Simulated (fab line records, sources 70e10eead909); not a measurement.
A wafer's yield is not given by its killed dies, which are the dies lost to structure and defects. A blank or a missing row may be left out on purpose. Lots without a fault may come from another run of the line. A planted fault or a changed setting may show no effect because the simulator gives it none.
fab line records	flow nand-harc	part 1 of 2: steps 1 to 25 of 35
[record] lots = 5	wafers = 15	last-day = 22
route steps=1159 shown A_BLC@983 A_M0@994
lots that met no fault: from a run of the same line without faults
start-h: the number of hours between the record's first day and the start of the first shown wafer of the lot	wait-h: hours elapsed since this lot's preceding step	" the same as in the row above	L1.1+2: several wafers, shown together as one row	- no value present, or no start provided	* or withheld: withheld	< > ~ a bound
route shown NAME@n: a module of which the file shows steps, and the number in the route of the first	usual: mean and standard deviation over wafers with no fault	same: alike in all rows	chamber/n: place in a boat	sites: readings site by site	_std_site: their standard deviation	_edge_site: outer sites' mean less inner sites'	radius-mm: for every site, how far away it sits from the centre of the wafer	mask NAME#n: copy n	behind: the tool/chamber that last shaped the wafer	hold: cause of the lot's hold/its duration in hours/its outcome	device: the n, p or np transistor that did not switch	end of line: at the end of the route, the tests of the same wafers	a step given without rows: its recipe and nothing more	killed: dies that structure and defects cost at the first sort, which is not the same as the wafer's yield	map: dies across one wafer; x = killed, . = not, _ = none there
set.NAME: the setting as run; set.NAME@STEP: as run at that earlier step	model.NAME: the simulator's own value behind a step, which no gauge read
lots at selected steps of the route; one table per step, one row per wafer
services: a tool's chamber out of use, with start hour (start-h, from the record's first day; less than 0 if before it), hours out, and reason
[[steps]]
[step NHARC_A_BLC_STRIP_21]
[recipe] o2-flow-sccm = 500	ar-flow-sccm = 0	bias-w = 0	chemistry = O2
[usual] drypump-motor-current-A = 5.8/0.51	o2-flow-sccm = 499.6/1.6	oes-product-au = 1.005/0.011	rf-vpp-V = 57.8/0.93	showerhead-plenum-p-Torr = 3.50/0.14	throttle-valve-pct = 17.036/0.0093
lot.wafer	tool	chamber	start-h	wait-h	drypump-motor-current-A	o2-flow-sccm	oes-product-au	rf-hours-counter-h	rf-vpp-V	showerhead-plenum-p-Torr	throttle-valve-pct
L077.1	rie-diel-06	3	400.95	0.1	5.2	500.3	1.004	13	57.2	3.67	17.034
L077.5	"	2	"	"	6.5	498.6	1.015	-	57.3	3.32	17.056
L077.6	"	3	"	"	5.2	501.0	0.998	-	58.6	3.67	17.046
L082.4	rie-diel-06	0	449.42	0.1	5.0	503.8	0.996	2	57.8	3.33	17.031
L082.2	"	1	"	"	5.7	499.5	0.995	2	58.3	3.61	17.023
L082.5	"	3	"	"	5.2	499.4	1.002	-	58.8	3.67	17.043
L081.4	rie-diel-06	1	452.33	0.1	5.7	498.5	0.994	2	59.3	3.61	17.057
L081.2	"	2	"	"	6.5	500.4	1.013	3	58.4	3.32	17.039
L081.5	"	2	"	"	6.5	500.4	1.020	-	57.0	3.32	17.020
L085.3	rie-diel-06	0	471.55	0.1	5.0	497.5	0.998	4	59.3	3.33	17.038
L085.6	"	2	"	"	6.5	500.1	1.012	-	56.3	3.32	17.044
L085.5	"	0	"	"	5.0	501.6	0.994	-	57.9	3.33	17.028
L090.4	rie-diel-09	1	483.24	0.1	6.3	501.1	1.013	4	59.9	3.58	17.025
L090.3	"	2	"	"	5.6	501.9	1.019	4	58.6	3.52	17.031
L090.5	"	3	"	"	5.8	500.2	0.998	-	56.8	3.35	17.047
[step NHARC_A_BLC_STRIP_22]
[recipe] time-s = 600	temp-c = 30	chemistry = post-etch-residue-remover
[same] time-s = 600
lot.wafer	tool	chamber	start-h	wait-h
L077.6+5+1	wet-bench-09	1,4,6	401.09	-
L082.4+5+2	wet-bench-03	0,1,3	449.57	-
L081.5+2+4	wet-bench-01	2,3,4	452.48	-
L085.3+5+6	wet-bench-03	1,3,5	471.71	-
L090.3+4+5	wet-bench-03	5,6,2	483.37	-
[step NHARC_A_BLC_DEGAS_30]
[recipe] temp-c = 300	time-s = 60
[usual] heater-power-w = 463/51
[same] time-s = 60
lot.wafer	tool	chamber	start-h	wait-h	heater-power-w
L077.1	pvd-sputter-03	-	401.37	-	498
L077.6	"	-	"	"	445
L077.5	"	-	"	"	491
L082.4	pvd-sputter-02	-	449.83	-	516
L082.2	"	-	"	"	373
L082.5	"	-	"	"	508
L081.2	pvd-sputter-02	-	452.76	-	385
L081.4	"	-	"	"	507
L081.5	"	-	"	"	442
L085.3	pvd-sputter-02	-	471.98	-	440
L085.6	"	-	"	"	515
L085.5	"	-	"	"	445
L090.3	pvd-sputter-03	-	483.65	-	455
L090.4	"	-	"	"	512
L090.5	"	-	"	"	441
[step NHARC_A_BLC_PRE_CLEAN_31]
[recipe] time-s = 15	bias-v = 250	gas = Ar
[same] time-s = 15
lot.wafer	tool	chamber	start-h	wait-h
L077.1+5+6	pvd-sputter-03	-	-	-
L082.2+4+5	pvd-sputter-02	-	-	-
L081.4+2+5	pvd-sputter-02	-	-	-
L085.3+6+5	pvd-sputter-02	-	-	-
L090.3+4+5	pvd-sputter-03	-	-	-
[step NHARC_A_BLC_PVD_32]
[recipe] target-thk-a = 50	chamber-pressure-pa = 5	power-w = 5000	substrate-temp-c = 200	time-s = 17.7	material = Ti
[usual] throttle-valve-pct = 29.8/0.61
[same] time-s = 17.7
lot.wafer	tool	chamber	start-h	wait-h	throttle-valve-pct
L077.1	pvd-sputter-03	-	-	-	29.3
L077.5	"	-	"	"	29.5
L077.6	"	-	"	"	30.8
L082.4	pvd-sputter-02	-	-	-	30.3
L082.2	"	-	"	"	29.1
L082.5	"	-	"	"	30.3
L081.2	pvd-sputter-02	-	-	-	29.1
L081.4	"	-	"	"	29.9
L081.5	"	-	"	"	30.3
L085.3	pvd-sputter-02	-	-	-	29.4
L085.6	"	-	"	"	29.8
L085.5	"	-	"	"	30.4
L090.3	pvd-sputter-03	-	-	-	30.3
L090.4	"	-	"	"	28.9
L090.5	"	-	"	"	30.6
[step NHARC_A_BLC_ALD_23]
[recipe] target-thk-a = 30	pulse-time-s = 1	ald-cycles = 150	temp-c = 450	material = TiN
[usual] heater-power-w = 1069/120	precursor-pulse-height-rel = 1.003/0.021
[same] pulse-time-s = 1
lot.wafer	tool	chamber	start-h	wait-h	heater-power-w	precursor-pulse-height-rel
L077.1	ald-metal-04	2	401.62	-	977	1.028
L077.6	"	1	"	"	1263	1.051
L077.5	"	2	"	"	981	0.963
L082.4	ald-metal-02	1	450.07	-	1037	0.987
L082.2	"	3	"	"	1083	1.032
L082.5	"	2	"	"	1128	1.023
L081.4	ald-metal-02	0	453.02	-	1147	1.023
L081.2	"	1	"	"	1053	1.001
L081.5	"	0	"	"	1146	0.991
L085.3	ald-metal-04	1	472.25	-	1226	1.034
L085.6	"	0	"	"	964	0.991
L085.5	"	1	"	"	1210	1.004
L090.4	ald-metal-03	3	483.89	-	1217	1.017
L090.3	"	2	"	"	1061	0.988
L090.5	"	3	"	"	1195	1.006
[step NHARC_A_BLC_CVD_24]
[recipe] target-thk-a = 1500	temp-c = 300	pressure-torr = 40	wf6-flow-sccm = 40	h2-flow-sccm = 1600	ar-flow-sccm = 1560	time-s = 434	material = W
[usual] heater-power-w = 499/72	throttle-valve-pct = 7.62/0.26
[same] time-s = 434
lot.wafer	tool	chamber	start-h	wait-h	heater-power-w	throttle-valve-pct
L077.1	cvd-w-02	0	-	-	454	7.61
L077.6	"	1	"	"	589	7.49
L077.5	"	0	"	"	460	7.81
L082.2	cvd-w-02	1	-	-	596	7.73
L082.4	"	0	"	"	466	7.62
L082.5	"	0	"	"	459	7.67
L081.2	cvd-w-02	1	-	-	595	7.64
L081.4	"	0	"	"	464	7.67
L081.5	"	1	"	"	595	7.88
L085.3	cvd-w-02	1	-	-	612	7.47
L085.6	"	0	"	"	467	7.58
L085.5	"	1	"	"	591	7.54
L090.3	cvd-w-01	1	-	-	398	7.98
L090.4	"	0	"	"	513	7.22
L090.5	"	0	"	"	525	7.04
[step NHARC_A_BLC_CMP_25]
[recipe] t-overpolish-s = 30	target-thk-nm = 150
[usual] motor-current-A = 12.2/1.3	overpolish-run-s = 30.000/0.0087	time-to-endpoint-s = 30/3.7
lot.wafer	tool	chamber	start-h	wait-h	motor-current-A	overpolish-run-s	time-to-endpoint-s
L077.1	cmp-03	0	402.83	0.5	13.6	30.002	28
L077.6	"	1	"	"	11.3	29.997	33
L077.5	"	2	"	"	11.7	30.005	29
L082.2	cmp-04	1	450.84	0.5	13.3	29.990	32
L082.4	"	3	"	"	12.9	29.992	22
L082.5	"	1	"	"	13.5	29.988	33
L081.2	cmp-04	0	455.60	0.5	12.3	30.017	27
L081.4	"	1	"	"	14.4	30.012	36
L081.5	"	3	"	"	12.8	29.999	25
L085.3	cmp-04	0	472.96	0.2	12.7	30.011	30
L085.5	"	0	"	"	11.5	30.004	27
L085.6	"	1	"	"	13.6	30.011	33
L090.4	cmp-01	3	491.47	0.2	13.7	29.995	29
L090.3	"	1	"	"	11.4	29.994	36
L090.5	"	3	"	"	13.2	30.008	27
[step NHARC_A_BLC_SRD_27]
lot.wafer	tool	chamber	start-h	wait-h
L077.6+1+5	wet-bench-03	3,5,7	403.07	0.0
L082.4+2+5	wet-bench-01	2,4,6	451.13	0.0
L081.5+4+2	wet-bench-09	1,4,5	455.90	0.0
L085.3+6+5	wet-bench-03	0,2,4	473.29	0.0
L090.3+4+5	wet-bench-01	4,5,7	491.80	0.0
[step NHARC_A_BLC_INSPECT_28]
[usual] raw-defect-count = 422/110
lot.wafer	tool	chamber	start-h	wait-h	raw-defect-count
L077.1	defect-inspect-02	-	403.15	0.1	396
L077.5	"	-	"	"	528
L077.6	"	-	"	"	517
L082.2	defect-inspect-02	-	451.21	0.1	363
L082.4	"	-	"	"	417
L082.5	"	-	"	"	394
L081.2	defect-inspect-01	-	455.98	0.1	485
L081.4	"	-	"	"	714
L081.5	"	-	"	"	459
L085.3	defect-inspect-01	-	473.37	0.1	660
L085.5	"	-	"	"	412
L085.6	"	-	"	"	464
L090.3	defect-inspect-02	-	491.88	0.1	483
L090.4	"	-	"	"	459
L090.5	"	-	"	"	417
[step NHARC_A_M0_DEP_00]
[recipe] target-thk-a = 1500	target-thk-nm = 150	temp-c = withheld	pressure-torr = 5	flow-sccm = 200	rf-w = 600	material = SiOC
lot.wafer	tool	chamber	start-h	wait-h
L077.1+6+5	pecvd-03	1,1,0	403.22	0.1
L082.2+4+5	pecvd-03	0,0,2	451.28	0.1
L081.2+5+4	pecvd-03	1,0,1	456.48	0.5
L085.3+5+6	pecvd-01	0,2,0	473.72	0.4
L090.3+5+4	pecvd-03	2,1,2	492.04	0.2
[step NHARC_A_M0_DEHYDRATE_01]
[recipe] temp-c = 150	time-s = 120
[usual] resist-line-temp-C = 23.01/0.11
[same] time-s = 120
lot.wafer	tool	chamber	start-h	wait-h	resist-line-temp-C
L077.1	litho-track-01	0	403.76	0.5	22.92
L077.5	"	0	"	"	22.92
L077.6	"	0	"	"	23.02
L082.2	litho-track-01	0	451.68	-	23.14
L082.4	"	0	"	"	23.11
L082.5	"	0	"	"	23.08
L081.2	litho-track-06	0	456.80	-	23.03
L081.4	"	0	"	"	23.07
L081.5	"	0	"	"	22.99
L085.3	litho-track-01	0	474.06	0.3	22.99
L085.5	"	0	"	"	22.98
L085.6	"	0	"	"	23.00
L090.3	litho-track-06	0	492.36	-	23.11
L090.4	"	0	"	"	22.92
L090.5	"	0	"	"	23.12
[step NHARC_A_M0_HMDS_02]
[recipe] time-s = 30
[usual] resist-line-temp-C = 23.00/0.098
[same] time-s = 30
lot.wafer	tool	chamber	start-h	wait-h	resist-line-temp-C
L077.1	litho-track-01	0	-	-	22.93
L077.5	"	0	"	"	22.99
L077.6	"	0	"	"	23.19
L082.2	litho-track-01	0	-	-	22.98
L082.4	"	0	"	"	22.92
L082.5	"	0	"	"	22.84
L081.2	litho-track-06	0	-	-	23.02
L081.4	"	0	"	"	23.04
L081.5	"	0	"	"	23.00
L085.3	litho-track-01	0	-	-	23.02
L085.5	"	0	"	"	22.98
L085.6	"	0	"	"	23.11
L090.3	litho-track-06	0	-	-	23.10
L090.4	"	0	"	"	23.09
L090.5	"	0	"	"	23.07
[step NHARC_A_M0_COAT_33]
[recipe] temp-c = 200	time-s = 65
[usual] resist-line-temp-C = 23.02/0.11
[same] time-s = 65
lot.wafer	tool	chamber	start-h	wait-h	resist-line-temp-C
L077.1	litho-track-01	0	-	-	23.02
L077.5	"	0	"	"	22.96
L077.6	"	0	"	"	23.00
L082.2	litho-track-01	0	-	-	23.08
L082.4	"	0	"	"	23.21
L082.5	"	0	"	"	23.22
L081.2	litho-track-06	0	-	-	23.02
L081.4	"	0	"	"	23.06
L081.5	"	0	"	"	22.96
L085.3	litho-track-01	0	-	-	23.03
L085.5	"	0	"	"	22.98
L085.6	"	0	"	"	23.21
L090.3	litho-track-06	0	-	-	22.91
L090.4	"	0	"	"	23.02
L090.5	"	0	"	"	23.15
[step NHARC_A_M0_COAT_03]
[recipe] spin-rpm = 1500	resist-thk-nm = 90
[usual] resist-line-temp-C = 23.00/0.1
lot.wafer	tool	chamber	start-h	wait-h	resist-line-temp-C
L077.1	litho-track-01	0	-	-	23.20
L077.5	"	0	"	"	23.19
L077.6	"	0	"	"	23.03
L082.2	litho-track-01	0	-	-	23.07
L082.4	"	0	"	"	23.12
L082.5	"	0	"	"	23.10
L081.2	litho-track-06	0	-	-	22.96
L081.4	"	0	"	"	22.98
L081.5	"	0	"	"	22.96
L085.3	litho-track-01	0	-	-	23.10
L085.5	"	0	"	"	23.03
L085.6	"	0	"	"	22.98
L090.3	litho-track-06	0	-	-	22.96
L090.4	"	0	"	"	23.10
L090.5	"	0	"	"	23.01
[step NHARC_A_M0_SOFTBAKE_04]
[recipe] temp-c = 105	time-s = 55
[usual] resist-line-temp-C = 23.00/0.11
[same] time-s = 55
lot.wafer	tool	chamber	start-h	wait-h	resist-line-temp-C
L077.1	litho-track-01	0	-	-	23.12
L077.5	"	0	"	"	22.99
L077.6	"	0	"	"	22.84
L082.2	litho-track-01	0	-	-	23.03
L082.4	"	0	"	"	23.01
L082.5	"	0	"	"	22.92
L081.2	litho-track-06	0	-	-	23.27
L081.4	"	0	"	"	23.06
L081.5	"	0	"	"	23.08
L085.3	litho-track-01	0	-	-	22.88
L085.5	"	0	"	"	22.90
L085.6	"	0	"	"	23.10
L090.3	litho-track-06	0	-	-	22.89
L090.4	"	0	"	"	22.95
L090.5	"	0	"	"	23.04
[step NHARC_A_M0_EBR_05]
[usual] resist-line-temp-C = 23.00/0.11
lot.wafer	tool	chamber	start-h	wait-h	resist-line-temp-C
L077.1	litho-track-01	0	-	-	23.04
L077.5	"	0	"	"	22.99
L077.6	"	0	"	"	22.95
L082.2	litho-track-01	0	-	-	23.11
L082.4	"	0	"	"	23.10
L082.5	"	0	"	"	23.08
L081.2	litho-track-06	0	-	-	23.20
L081.4	"	0	"	"	23.11
L081.5	"	0	"	"	23.02
L085.3	litho-track-01	0	-	-	22.87
L085.5	"	0	"	"	22.75
L085.6	"	0	"	"	22.88
L090.3	litho-track-06	0	-	-	22.93
L090.4	"	0	"	"	22.92
L090.5	"	0	"	"	23.04
[step NHARC_A_M0_EXPOSE_06]
[recipe] na = 1.35	target-cd-nm = 80	dose-mj = 83.25	mask-id = A_M0
lot.wafer	tool	chamber	start-h	wait-h	mask
L077.1+5+6	arfi-scanner-03	0	404.04	-	A_M0#0
L082.2+4+5	arfi-scanner-01	0	451.85	-	A_M0#0
L081.2+4+5	arfi-scanner-02	0	457.09	-	A_M0#0
L085.3+5+6	arfi-scanner-02	0	474.36	-	A_M0#0
L090.3+4+5	arfi-scanner-03	0	492.53	-	A_M0#0
[step NHARC_A_M0_PEB_07]
[recipe] peb-temp-c = 100	peb-time-s = 65
[usual] resist-line-temp-C = 23.00/0.11
lot.wafer	tool	chamber	start-h	wait-h	resist-line-temp-C
L077.1	litho-track-04	0	404.11	0.1	23.13
L077.5	"	0	"	"	23.17
L077.6	"	0	"	"	23.09
L082.2	litho-track-01	0	451.91	0.1	23.15
L082.4	"	0	"	"	23.07
L082.5	"	0	"	"	22.99
L081.2	litho-track-04	0	457.15	0.1	22.85
L081.4	"	0	"	"	22.78
L081.5	"	0	"	"	23.13
L085.3	litho-track-06	0	474.42	0.1	22.70
L085.5	"	0	"	"	22.96
L085.6	"	0	"	"	22.95
L090.3	litho-track-06	0	492.58	0.0	22.90
L090.4	"	0	"	"	22.96
L090.5	"	0	"	"	23.05
[step NHARC_A_M0_DEVELOP_08]
[recipe] develop-time-s = 35	dev-temp-c = 23
[usual] resist-line-temp-C = 23.01/0.13
lot.wafer	tool	chamber	start-h	wait-h	resist-line-temp-C
L077.1	litho-track-04	0	-	-	22.85
L077.5	"	0	"	"	22.86
L077.6	"	0	"	"	22.70
L082.2	litho-track-01	0	-	-	22.95
L082.4	"	0	"	"	23.10
L082.5	"	0	"	"	22.98
L081.2	litho-track-04	0	-	-	23.32
L081.4	"	0	"	"	23.06
L081.5	"	0	"	"	23.24
L085.3	litho-track-06	0	-	-	22.97
L085.5	"	0	"	"	22.89
L085.6	"	0	"	"	22.80
L090.3	litho-track-06	0	-	-	22.80
L090.4	"	0	"	"	22.86
L090.5	"	0	"	"	23.10
[step NHARC_A_M0_CD_MEAS_09]
[recipe] target-cd-nm = 80	landing-energy-ev = 500
[usual] cd-nm = 80.3/0.85
lot.wafer	tool	chamber	start-h	wait-h	cd-nm
L077.1	cd-sem-02	0	404.18	-	79.8
L077.5	"	0	"	"	78.9
L077.6	"	0	"	"	80.5
L082.2	cd-sem-01	0	451.99	-	78.8
L082.4	"	0	"	"	80.1
L082.5	"	0	"	"	81.3
L081.2	cd-sem-02	0	457.23	-	81.5
L081.4	"	0	"	"	80.2
L081.5	"	0	"	"	81.3
L085.3	cd-sem-02	0	474.50	-	80.1
L085.5	"	0	"	"	78.7
L085.6	"	0	"	"	79.4
L090.3	cd-sem-02	0	492.67	-	79.7
L090.4	"	0	"	"	80.6
L090.5	"	0	"	"	80.4
[step NHARC_A_M0_OVL_MEAS_10]
[recipe] pitch-nm = 160
[usual] overlay-x-nm = -0.1/0.94	overlay-y-nm = 0.1/0.96
lot.wafer	tool	chamber	start-h	wait-h	overlay-x-nm	overlay-y-nm
L077.1	overlay-01	-	404.27	-	-0.1	0.4
L077.5	"	-	"	"	0.5	0.3
L077.6	"	-	"	"	0.1	0.6
L082.2	overlay-01	-	452.07	-	-0.3	-0.3
L082.4	"	-	"	"	-0.4	0.2
L082.5	"	-	"	"	-0.9	0.1
L081.2	overlay-02	-	457.31	-	-1.5	0.7
L081.4	"	-	"	"	-2.1	0.1
L081.5	"	-	"	"	-2.0	0.1
L085.3	overlay-02	-	474.58	-	-0.7	-1.1
L085.5	"	-	"	"	-1.1	-0.9
L085.6	"	-	"	"	-0.8	0.4
L090.3	overlay-01	-	492.75	-	-0.5	-0.5
L090.4	"	-	"	"	0.1	-0.8
L090.5	"	-	"	"	0.4	-1.0
[step NHARC_A_M0_INSPECT_11]
[usual] raw-defect-count = 30/13
lot.wafer	tool	chamber	start-h	wait-h	raw-defect-count
L077.1	defect-inspect-02	-	404.31	0.0	27
L077.5	"	-	"	"	36
L077.6	"	-	"	"	33
L082.2	defect-inspect-01	-	452.11	0.0	21
L082.4	"	-	"	"	19
L082.5	"	-	"	"	13
L081.2	defect-inspect-02	-	457.35	0.0	28
L081.4	"	-	"	"	38
L081.5	"	-	"	"	35
L085.3	defect-inspect-02	-	474.62	0.0	44
L085.5	"	-	"	"	36
L085.6	"	-	"	"	43
L090.3	defect-inspect-01	-	492.79	0.0	17
L090.4	"	-	"	"	20
L090.5	"	-	"	"	14
[step NHARC_A_M0_DESCUM_14]
[recipe] time-s = 3	o2-flow-sccm = 200	ar-flow-sccm = 0	bias-power-w = 0	chemistry = O2
[usual] drypump-motor-current-A = 5.8/0.41	o2-flow-sccm = 200.1/0.55	oes-product-au = 1.001/0.017	rf-vpp-V = 57.6/0.82	showerhead-plenum-p-Torr = 1.89/0.059	throttle-valve-pct = 11.312/0.01
[same] time-s = 3
lot.wafer	tool	chamber	start-h	wait-h	drypump-motor-current-A	o2-flow-sccm	oes-product-au	rf-hours-counter-h	rf-vpp-V	showerhead-plenum-p-Torr	throttle-valve-pct
L077.1	rie-diel-11	2	404.38	0.1	5.0	200.5	0.992	2	58.4	1.89	11.311
L077.5	"	1	"	"	5.7	200.6	1.007	-	57.6	1.86	11.316
L077.6	"	2	"	"	5.0	199.8	0.994	-	57.0	1.89	11.315
L082.2	rie-diel-04	0	452.17	0.1	5.9	199.2	0.993	11	57.9	1.87	11.317
L082.4	"	3	"	"	5.8	200.9	1.009	12	57.9	1.79	11.321
L082.5	"	1	"	"	5.9	198.8	1.022	-	57.2	1.82	11.298
L081.2	rie-diel-04	0	457.43	0.1	5.9	200.6	0.994	11	57.5	1.87	11.321
L081.4	"	1	"	"	5.9	199.9	1.015	11	57.4	1.82	11.312
L081.5	"	3	"	"	5.8	200.7	1.007	-	56.9	1.79	11.306
L085.3	rie-diel-11	1	474.69	0.1	5.7	199.6	1.025	7	56.4	1.85	11.319
L085.5	"	0	"	"	5.8	200.2	0.983	-	57.2	1.94	11.321
L085.6	"	1	"	"	5.7	200.1	1.030	-	58.3	1.85	11.294
L090.3	rie-diel-07	2	492.85	0.1	6.1	200.0	1.012	5	57.5	1.96	11.321
L090.4	"	0	"	"	5.5	200.3	1.025	5	57.2	1.92	11.286
L090.5	"	2	"	"	6.1	201.0	1.009	-	57.1	1.96	11.317
[step NHARC_A_M0_ETCH_34]
[recipe] target-depth-a = 400	overetch-a = 120	time-s = 43.94	ion-energy-ev = 200	n2-flow-sccm = 150	h2-flow-sccm = 150	ar-flow-sccm = 0	rf-w = 400	bias-w = 150	chemistry = N2/H2
[usual] drypump-motor-current-A = 5.8/0.44	oes-product-au = 1.003/0.016	rf-vpp-V = 429.6/2.2	showerhead-plenum-p-Torr = 2.01/0.066	throttle-valve-pct = 14.171/0.0087
[same] time-s = 43.94
lot.wafer	tool	chamber	start-h	wait-h	drypump-motor-current-A	oes-product-au	rf-hours-counter-h	rf-vpp-V	showerhead-plenum-p-Torr	throttle-valve-pct
L077.1	rie-diel-11	0	404.47	0.1	5.7	0.990	2	431.8	2.07	14.172
L077.6	"	2	"	"	5.0	0.990	-	429.7	2.01	14.173
L077.5	"	3	"	"	6.5	1.025	-	427.6	1.97	14.166
L082.2	rie-diel-04	2	452.26	0.1	5.8	1.011	12	432.6	2.19	14.168
L082.4	"	0	"	"	5.9	0.996	11	428.9	2.00	14.157
L082.5	"	2	"	"	5.8	1.013	-	436.3	2.19	14.163
L081.4	rie-diel-04	0	457.50	0.1	5.9	0.993	11	428.9	2.00	14.169
L081.2	"	2	"	"	5.8	1.001	12	434.9	2.19	14.178
L081.5	"	0	"	"	5.9	0.993	-	429.2	2.00	14.168
L085.3	rie-diel-11	1	474.77	0.1	5.8	1.010	7	427.4	1.98	14.178
L085.5	"	1	"	"	5.8	1.015	-	429.4	1.97	14.160
L085.6	"	2	"	"	5.0	0.988	-	428.1	2.01	14.163
L090.4	rie-diel-07	0	492.94	0.1	5.6	1.031	5	430.7	2.05	14.176
L090.3	"	2	"	"	6.1	0.999	5	432.4	2.09	14.151
L090.5	"	3	"	"	6.3	0.990	-	431.2	2.01	14.163
